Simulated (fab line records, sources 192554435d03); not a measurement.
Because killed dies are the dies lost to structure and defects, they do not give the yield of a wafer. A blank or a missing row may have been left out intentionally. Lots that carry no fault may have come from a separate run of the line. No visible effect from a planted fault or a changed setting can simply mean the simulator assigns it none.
Chamber matching || flow n5-finfet || N5_BEOL_M3_ALD_84 on ald-metal-02 has 4 sister chambers
The step deposits TaN, pulse time 2 s, purge time 3 s, co reactant purge time 2 s. 16 wafers are shown with their chamber, then 8 later ones without.

== WAFERS PAIRED WITH THEIR CHAMBERS ==
{"wafer": "L074.1", "chamber": 1, "heater-power-w (W)": 394, "susceptor-temp-C (C)": 274.99}
{"wafer": "L074.4", "chamber": 2, "heater-power-w (W)": 397, "susceptor-temp-C (C)": 274.96}
{"wafer": "L074.6", "chamber": 2, "heater-power-w (W)": 400, "susceptor-temp-C (C)": 274.79}
{"wafer": "L077.1", "chamber": 2, "heater-power-w (W)": 404, "susceptor-temp-C (C)": 274.93}
{"wafer": "L077.2", "chamber": 1, "heater-power-w (W)": 399, "susceptor-temp-C (C)": 274.88}
{"wafer": "L077.4", "chamber": 3, "heater-power-w (W)": 307, "susceptor-temp-C (C)": 274.97}
{"wafer": "L084.1", "chamber": 0, "heater-power-w (W)": 474, "susceptor-temp-C (C)": 275.14}
{"wafer": "L084.3", "chamber": 3, "heater-power-w (W)": 305, "susceptor-temp-C (C)": 275.15}
{"wafer": "L084.5", "chamber": 1, "heater-power-w (W)": 400, "susceptor-temp-C (C)": 275.18}
{"wafer": "L087.1", "chamber": 1, "heater-power-w (W)": 395, "susceptor-temp-C (C)": 274.93}
{"wafer": "L087.2", "chamber": 2, "heater-power-w (W)": 399, "susceptor-temp-C (C)": 274.90}
{"wafer": "L087.5", "chamber": 2, "heater-power-w (W)": 406, "susceptor-temp-C (C)": 274.97}
{"wafer": "L090.1", "chamber": 0, "heater-power-w (W)": 478, "susceptor-temp-C (C)": 275.07}
{"wafer": "L090.5", "chamber": 3, "heater-power-w (W)": 306, "susceptor-temp-C (C)": 274.88}
{"wafer": "L090.6", "chamber": 0, "heater-power-w (W)": 477, "susceptor-temp-C (C)": 275.01}
{"wafer": "L091.1", "chamber": 0, "heater-power-w (W)": 468, "susceptor-temp-C (C)": 275.13}

SIGNATURES, as means of the wafers listed above
{"reading": "heater-power-w", "chamber 0": 474.25, "chamber 1": 397.00, "chamber 2": 401.20, "chamber 3": 306.00, "scatter within a chamber": 3.46}
{"reading": "susceptor-temp-C", "chamber 0": 275.0875, "chamber 1": 274.9950, "chamber 2": 274.9100, "chamber 3": 275.0000, "scatter within a chamber": 0.101}
Rule: a wafer lies at a distance from a chamber equal to the root of the sum of squares, over the readings, of (its reading less the chamber's mean, divided by the reading's scatter). The wafer belongs to the nearest chamber; if the next one is less than 2 further off, it can't be placed. The scatter is the square root of a quotient: the sum, over the shown wafers, of each reading's squared deviation from its chamber's mean, divided by wafers minus chambers.

== WAFERS WHOSE CHAMBER IS MISSING ==
{"wafer": "L091.2", "heater-power-w (W)": 401, "susceptor-temp-C (C)": 274.96}
{"wafer": "L091.4", "heater-power-w (W)": 300, "susceptor-temp-C (C)": 274.76}
{"wafer": "L095.1", "heater-power-w (W)": 459, "susceptor-temp-C (C)": 275.03}
{"wafer": "L095.3", "heater-power-w (W)": 300, "susceptor-temp-C (C)": 274.94}
{"wafer": "L095.6", "heater-power-w (W)": 396, "susceptor-temp-C (C)": 275.11}
{"wafer": "L097.1", "heater-power-w (W)": 393, "susceptor-temp-C (C)": 274.88}
{"wafer": "L097.3", "heater-power-w (W)": 480, "susceptor-temp-C (C)": 274.87}
{"wafer": "L097.6", "heater-power-w (W)": 396, "susceptor-temp-C (C)": 275.05}

== WHICH CHAMBER EACH WENT THROUGH ==
{"wafer": "L091.2", "from the rows above": "can't be placed: 2 or 1", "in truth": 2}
{"wafer": "L091.4", "from the rows above": 3, "in truth": 3}
{"wafer": "L095.1", "from the rows above": 0, "in truth": 0}
{"wafer": "L095.3", "from the rows above": 3, "in truth": 3}
{"wafer": "L095.6", "from the rows above": "can't be placed: 1 or 2", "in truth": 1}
{"wafer": "L097.1", "from the rows above": "can't be placed: 1 or 2", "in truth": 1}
{"wafer": "L097.3", "from the rows above": 0, "in truth": 0}
{"wafer": "L097.6", "from the rows above": "can't be placed: 1 or 2", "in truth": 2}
Correct placement for 4 of the 8. Cannot be placed on the basis of these rows: 4; the candidates contain the true chamber in 4. 0 placed wrongly.
